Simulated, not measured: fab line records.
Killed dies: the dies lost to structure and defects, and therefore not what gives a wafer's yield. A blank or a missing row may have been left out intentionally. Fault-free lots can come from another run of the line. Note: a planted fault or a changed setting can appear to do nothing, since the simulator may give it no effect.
Which of the tools did it? ; flow n5Finfet ; 72 wafers from 24 lots sampled at 6 of the route's 1938 steps

== WHAT EACH GAUGE READ, for each wafer ==
N5_FIN_SAQP_OVL_MEAS_17. Usual: FIN_CORE_OVL typically reads -0.1 nm, with standard deviation 0.84.
lot;measured;on;FIN_CORE_OVL (nm);flag
L074;day 1 21:14;overlay-01;0.0 0.6 0.5;
L075;day 2 03:10;overlay-01;-0.3 -0.7 -2.2;
L076;day 2 09:26;overlay-01;-1.1 1.1 -0.9;
L077;day 2 15:29;overlay-01;0.5 0.1 -0.3;
L078;day 2 21:25;overlay-01;-0.1 1.0 0.7;
L079;day 3 04:02;overlay-01;-1.9 -0.7 0.5;
L080;day 3 10:38;overlay-01;-1.1 -0.1 -0.8;
L081;day 3 16:18;overlay-01;-0.1 0.5 0.9;
L082;day 3 21:18;overlay-02;0.9 1.5 0.5;
L083;day 4 03:56;overlay-01;-0.4 -0.1 -0.9;
L084;day 4 09:54;overlay-01;-0.2 -1.6 0.2;
L085;day 4 16:10;overlay-02;0.4 -0.7 -0.6;
L086;day 4 22:34;overlay-02;-1.3 -1.7 -0.6;
L087;day 5 03:53;overlay-02;0.3 -0.2 -0.8;
L088;day 5 09:22;overlay-02;-1.1 -0.7 0.2;
L089;day 5 15:44;overlay-01;0.0 -0.3 -0.7;
L090;day 5 21:26;overlay-01;0.5 1.0 -0.9;
L091;day 6 04:51;overlay-01;-1.0 -1.2 0.7;
L092;day 6 09:26;overlay-02;-2.5 -1.6 -0.1;
L093;day 6 14:56;overlay-01;1.5 0.1 1.3;
L094;day 6 21:04;overlay-02;0.1 0.3 -1.2;
L095;day 7 03:52;overlay-01;-0.2 1.4 0.0;
L096;day 7 09:26;overlay-02;-0.8 -1.1 0.2;
L097;day 7 16:14;overlay-01;0.1 0.3 -0.4;

N5_FIN_SAQP_CD_MEAS_37: target cd 8 nm. Usual: 8.15 nm for cdNm, sd 0.23.
lot;measured;on;cdNm (nm);flag
L074;day 2 01:22;cdSem-02;7.61 8.28 8.00;
L075;day 2 07:14;cdSem-03;8.09 8.21 8.62;
L076;day 2 13:45;cdSem-03;7.84 7.67 8.09;
L077;day 2 19:39;cdSem-02;7.97 8.07 8.37;
L078;day 3 02:39;cdSem-02;8.10 8.51 8.32;
L079;day 3 08:22;cdSem-01;8.33 8.46 8.07;
L080;day 3 15:29;cdSem-02;8.16 8.62 8.21;
L081;day 3 20:42;cdSem-02;8.05 7.92 8.17;
L082;day 4 01:25;cdSem-02;7.73 8.12 8.45;
L083;day 4 09:27;cdSem-02;8.33 8.50 8.37;
L084;day 4 14:29;cdSem-01;8.26 7.82 7.57;
L085;day 4 22:30;cdSem-03;8.47 8.09 8.18;
L086;day 5 04:04;cdSem-02;7.88 7.84 7.59;
L087;day 5 08:04;cdSem-03;7.89 8.35 8.12;
L088;day 5 15:20;cdSem-02;8.37 8.53 8.35;
L089;day 5 20:50;cdSem-03;7.93 8.01 7.77;
L090;day 6 02:46;cdSem-01;8.25 8.07 8.25;
L091;day 6 09:19;cdSem-01;8.05 8.57 8.39;
L092;day 6 13:34;cdSem-01;8.46 7.91 8.10;
L093;day 6 19:03;cdSem-01;8.17 7.86 8.23;
L094;day 7 01:38;cdSem-02;8.12 8.46 8.44;
L095;day 7 08:12;cdSem-02;8.22 8.01 8.00;
L096;day 7 14:33;cdSem-02;8.19 8.07 8.12;
L097;day 7 21:10;cdSem-02;8.20 7.91 8.18;

N5_FIN_SAQP_OCD_MEAS_76. Usual: 120.6 nm for trenchDepthNm, sd 1.3.
lot;measured;on;trenchDepthNm (nm);flag
L074;day 2 01:28;ocd-01;123.7 119.0 120.6;
L075;day 2 07:21;ocd-01;119.1 117.7 120.0;
L076;day 2 13:52;ocd-02;120.7 118.3 118.2;
L077;day 2 19:45;ocd-01;120.9 120.0 121.2;
L078;day 3 02:45;ocd-02;119.4 119.4 121.1;
L079;day 3 08:28;ocd-02;123.1 122.1 120.1;
L080;day 3 15:35;ocd-02;119.8 122.2 120.0;
L081;day 3 20:49;ocd-01;120.9 120.8 120.8;
L082;day 4 01:31;ocd-02;119.7 119.3 120.5;
L083;day 4 09:33;ocd-01;120.5 121.3 120.8;
L084;day 4 14:35;ocd-02;120.9 121.9 121.3;
L085;day 4 22:36;ocd-02;120.3 125.3 119.4;
L086;day 5 04:11;ocd-01;121.7 122.1 120.2;
L087;day 5 08:09;ocd-02;123.1 121.5 120.3;
L088;day 5 15:26;ocd-01;121.7 121.3 121.7;
L089;day 5 20:56;ocd-01;121.6 120.1 121.2;
L090;day 6 02:52;ocd-02;118.4 120.1 120.3;
L091;day 6 09:25;ocd-02;123.2 119.7 120.7;
L092;day 6 13:40;ocd-01;122.6 118.5 118.8;
L093;day 6 19:09;ocd-01;119.5 119.5 120.2;
L094;day 7 01:44;ocd-02;122.6 121.1 120.7;
L095;day 7 08:18;ocd-01;119.2 120.9 121.1;
L096;day 7 14:39;ocd-02;120.3 121.9 121.6;
L097;day 7 21:16;ocd-02;120.7 119.6 119.3;

== WHAT TOOL EACH LOT RAN ON (gives the tool, then ch and the chambers of the sampled wafers, and finally the start) ==
lot;N5_FIN_SAQP_ETCH_52;N5_FIN_SAQP_HM_OPEN_73;N5_FIN_SAQP_STRIP_77
L074;rieDiel-04 ch 1,2,3, day 1 21:23;rieDiel-04 ch 1,2,3, day 1 21:30;rieDiel-03 ch 0,1,3, day 2 01:04
L075;rieDiel-01 ch 1,2, day 2 03:19;rieDiel-01 ch 1,2, day 2 03:26;rieDiel-01 ch 0,1, day 2 06:56
L076;rieDiel-04 ch 0,3, day 2 09:49;rieDiel-04 ch 0,3, day 2 09:55;rieDiel-03 ch 1,2,3, day 2 13:26
L077;rieDiel-04 ch 0,2,3, day 2 15:38;rieDiel-04 ch 0,2,3, day 2 15:44;rieDiel-03 ch 0,1,2, day 2 19:20
L078;rieDiel-03 ch 0,2, day 2 21:34;rieDiel-03 ch 0,2, day 2 21:41;rieDiel-03 ch 0,3, day 3 02:20
L079;rieDiel-03 ch 0,1,2, day 3 04:11;rieDiel-03 ch 0,1,2, day 3 04:17;rieDiel-04 ch 0,2, day 3 08:03
L080;rieDiel-01 ch 0,1,3, day 3 10:47;rieDiel-01 ch 0,1,3, day 3 10:53;rieDiel-04 ch 0,2, day 3 15:10
L081;rieDiel-03 ch 0,2, day 3 16:37;rieDiel-03 ch 0,2, day 3 16:44;rieDiel-03 ch 0,1,2, day 3 20:23
L082;rieDiel-03 ch 1,2, day 3 21:31;rieDiel-03 ch 1,2, day 3 21:37;rieDiel-03 ch 0,1,2, day 4 01:06
L083;rieDiel-01 ch 1,2,3, day 4 04:05;rieDiel-01 ch 1,2,3, day 4 04:11;rieDiel-01 ch 0,1, day 4 09:08
L084;rieDiel-01 ch 1,2, day 4 10:04;rieDiel-01 ch 1,2, day 4 10:11;rieDiel-01 ch 0,1,3, day 4 14:10
L085;rieDiel-04 ch 2,3, day 4 16:19;rieDiel-04 ch 2,3, day 4 16:25;rieDiel-01 ch 0,1,2, day 4 22:11
L086;rieDiel-04 ch 1,2,3, day 4 22:43;rieDiel-04 ch 1,2,3, day 4 22:50;rieDiel-03 ch 1,2, day 5 03:46
L087;rieDiel-03 ch 0,2,3, day 5 04:02;rieDiel-03 ch 0,2,3, day 5 04:08;rieDiel-01 ch 0,1, day 5 07:44
L088;rieDiel-01 ch 0,2,3, day 5 09:31;rieDiel-01 ch 0,2,3, day 5 09:37;rieDiel-01 ch 1,3, day 5 15:02
L089;rieDiel-03 ch 0,1,3, day 5 16:01;rieDiel-03 ch 0,1,3, day 5 16:08;rieDiel-04 ch 1,2,3, day 5 20:31
L090;rieDiel-03 ch 1,2,3, day 5 21:42;rieDiel-03 ch 1,2,3, day 5 21:49;rieDiel-03 ch 1,2,3, day 6 02:26
L091;rieDiel-01 ch 1,2,3, day 6 05:00;rieDiel-01 ch 1,2,3, day 6 05:06;rieDiel-01 ch 0,1, day 6 09:00
L092;rieDiel-01 ch 1,2,3, day 6 09:35;rieDiel-01 ch 1,2,3, day 6 09:42;rieDiel-01 ch 0,2,3, day 6 13:15
L093;rieDiel-03 ch 1,2,3, day 6 15:08;rieDiel-03 ch 1,2,3, day 6 15:14;rieDiel-04 ch 0,1,2, day 6 18:44
L094;rieDiel-01 ch 1,2,3, day 6 21:13;rieDiel-01 ch 1,2,3, day 6 21:20;rieDiel-01 ch 0,1,2, day 7 01:20
L095;rieDiel-03 ch 2,3, day 7 04:01;rieDiel-03 ch 2,3, day 7 04:08;rieDiel-03 ch 2,3, day 7 07:53
L096;rieDiel-03 ch 2,3, day 7 09:35;rieDiel-03 ch 2,3, day 7 09:42;rieDiel-04 ch 0,3, day 7 14:14
L097;rieDiel-01 ch 1,3, day 7 16:46;rieDiel-01 ch 1,3, day 7 16:53;rieDiel-03 ch 1,2,3, day 7 20:50
- N5_FIN_SAQP_ETCH_52: etches SOC in N2/H2, target depth 100 nm, overetch 20 nm, time 150 s.
- N5_FIN_SAQP_HM_OPEN_73: chemistry CHF3/O2, target SiO2, stops on a-Si, target depth 12 nm, time 16.8 s.
- N5_FIN_SAQP_STRIP_77: strips in N2/H2, time 90 s.

== AS READ BY THE TOOLS THEMSELVES (means over the sampled wafers that have a number; for cases with no such wafer, the mark the record gives instead) ==
N5_FIN_SAQP_ETCH_52. Usual: drypumpMotorCurrentA 5.8 A, standard deviation 0.38; oesProductAu 0.68 a.u., standard deviation 0.062; rfVppV 523.5 V, standard deviation 2.5; showerheadPlenumPTorr 2.53 Torr, standard deviation 0.085; throttleValvePct 17.91 %, standard deviation 0.22.
lot;tool;drypumpMotorCurrentA (A);oesProductAu (a.u.);rfVppV (V);showerheadPlenumPTorr (Torr);throttleValvePct (%);flag
L074;rieDiel-04;5.8;0.64;522.2;2.48;18.14;
L075;rieDiel-01;6.1;0.66;522.6;2.54;17.74;
L076;rieDiel-04;5.6;0.69;520.7;2.42;17.91;
L077;rieDiel-04;5.6;0.72;522.4;2.51;17.88;
L078;rieDiel-03;5.2;0.66;523.9;2.57;18.05;
L079;rieDiel-03;5.6;0.66;524.6;2.57;17.95;
L080;rieDiel-01;5.9;0.71;522.7;2.49;17.74;
L081;rieDiel-03;5.2;0.65;525.2;2.57;18.06;
L082;rieDiel-03;5.8;0.68;526.4;2.62;17.95;
L083;rieDiel-01;6.0;0.67;523.2;2.51;17.84;
L084;rieDiel-01;6.1;0.65;523.6;2.53;17.79;
L085;rieDiel-04;5.6;0.74;527.3;2.66;17.98;
L086;rieDiel-04;5.8;0.77;527.3;2.68;17.89;
L087;rieDiel-03;5.5;0.67;524.0;2.54;18.08;
L088;rieDiel-01;6.0;0.71;522.0;2.49;17.75;
L089;rieDiel-03;5.8;0.64;522.2;2.49;18.01;
L090;rieDiel-03;5.9;0.68;523.4;2.54;17.99;
L091;rieDiel-01;6.0;0.66;522.9;2.50;17.84;
L092;rieDiel-01;5.9;0.66;522.6;2.50;17.87;
L093;rieDiel-03;5.9;0.66;523.0;2.54;18.00;
L094;rieDiel-01;6.0;0.66;523.0;2.50;17.87;
L095;rieDiel-03;5.7;0.70;524.8;2.59;18.10;
L096;rieDiel-03;5.8;0.69;522.3;2.51;18.12;
L097;rieDiel-01;5.9;0.64;522.8;2.50;17.89;

N5_FIN_SAQP_HM_OPEN_73. Usual: drypumpMotorCurrentA 5.8 A, standard deviation 0.37; oesProductAu 0.46 a.u., standard deviation 0.041; rfVppV 524 V, standard deviation 4.8; showerheadPlenumPTorr 2.39 Torr, standard deviation 0.079; throttleValvePct 18.89 %, standard deviation 0.24.
lot;tool;drypumpMotorCurrentA (A);oesProductAu (a.u.);rfVppV (V);showerheadPlenumPTorr (Torr);throttleValvePct (%);flag
L074;rieDiel-04;5.8;0.43;525;2.37;19.20;
L075;rieDiel-01;6.1;0.44;526;2.40;18.70;
L076;rieDiel-04;5.6;0.46;523;2.31;18.99;
L077;rieDiel-04;5.6;0.48;523;2.39;18.95;
L078;rieDiel-03;5.2;0.44;531;2.43;19.03;
L079;rieDiel-03;5.6;0.44;526;2.43;18.94;
L080;rieDiel-01;5.9;0.47;524;2.36;18.68;
L081;rieDiel-03;5.2;0.44;530;2.43;19.03;
L082;rieDiel-03;5.8;0.46;524;2.47;18.99;
L083;rieDiel-01;6.0;0.45;523;2.38;18.81;
L084;rieDiel-01;6.0;0.43;525;2.39;18.78;
L085;rieDiel-04;5.6;0.49;528;2.53;19.11;
L086;rieDiel-04;5.8;0.51;531;2.55;18.95;
L087;rieDiel-03;5.5;0.45;524;2.40;19.04;
L088;rieDiel-01;6.0;0.48;525;2.35;18.68;
L089;rieDiel-03;5.8;0.43;521;2.35;18.93;
L090;rieDiel-03;5.9;0.44;520;2.40;18.96;
L091;rieDiel-01;6.0;0.44;523;2.37;18.84;
L092;rieDiel-01;6.0;0.44;523;2.37;18.84;
L093;rieDiel-03;5.9;0.45;520;2.40;18.97;
L094;rieDiel-01;5.9;0.44;523;2.37;18.85;
L095;rieDiel-03;5.6;0.46;522;2.45;19.11;
L096;rieDiel-03;5.8;0.46;520;2.38;19.05;
L097;rieDiel-01;5.9;0.43;523;2.35;18.89;

N5_FIN_SAQP_STRIP_77. Usual: drypumpMotorCurrentA 5.8 A, standard deviation 0.37; oesProductAu 0.78 a.u., standard deviation 0.076; rfVppV 45.3 V, standard deviation 0.92; showerheadPlenumPTorr 3.38 Torr, standard deviation 0.11; throttleValvePct 12.24 %, standard deviation 0.23.
lot;tool;drypumpMotorCurrentA (A);oesProductAu (a.u.);rfVppV (V);showerheadPlenumPTorr (Torr);throttleValvePct (%);flag
L074;rieDiel-03;5.8;0.74;45.0;3.32;12.38;
L075;rieDiel-01;6.0;0.83;45.8;3.32;11.97;
L076;rieDiel-03;5.9;0.77;45.0;3.39;12.33;
L077;rieDiel-03;5.7;0.74;44.2;3.42;12.36;
L078;rieDiel-03;5.6;0.76;44.5;3.29;12.45;
L079;rieDiel-04;5.5;0.88;45.3;3.38;11.96;
L080;rieDiel-04;5.6;0.83;45.9;3.44;12.22;
L081;rieDiel-03;5.7;0.73;45.3;3.41;12.38;
L082;rieDiel-03;5.7;0.72;45.3;3.41;12.39;
L083;rieDiel-01;6.0;0.76;44.5;3.33;12.14;
L084;rieDiel-01;5.9;0.79;45.6;3.31;12.13;
L085;rieDiel-01;6.1;0.76;45.0;3.33;12.13;
L086;rieDiel-03;6.1;0.72;45.0;3.41;12.33;
L087;rieDiel-01;6.1;0.80;45.9;3.31;12.03;
L088;rieDiel-01;5.9;0.72;46.7;3.32;12.28;
L089;rieDiel-04;5.8;0.85;46.2;3.56;12.18;
L090;rieDiel-03;5.9;0.74;45.7;3.37;12.40;
L091;rieDiel-01;6.1;0.79;44.9;3.30;12.05;
L092;rieDiel-01;6.0;0.78;44.5;3.30;12.14;
L093;rieDiel-04;5.8;0.84;45.7;3.45;12.14;
L094;rieDiel-01;6.1;0.75;44.6;3.32;12.17;
L095;rieDiel-03;5.8;0.76;45.0;3.34;12.47;
L096;rieDiel-04;5.6;0.87;45.5;3.48;11.97;
L097;rieDiel-03;5.9;0.84;45.0;3.36;12.22;

== THE ANSWER, worked out from the rows above alone ==
Rule: take the mean of a lot's wafers that have a number; if it is more than 3 standard deviations from the usual mean, the lot is off. A lot without any number at a reading at which 4 lots or more have one is off too. Where the step has rows for the other lots, those lots are counted as sound. Order of review: gauges by route order, followed by the tools' own readings, for which a lot's mean as printed above is used. The first step at which some lot is off is used, and at that step the reading that is off furthest; a lot without a number counts as furthest.
No lot is off at any reading shown: from this, nothing can be told.

== WHAT WAS PUT IN BY THE SIMULATOR ==
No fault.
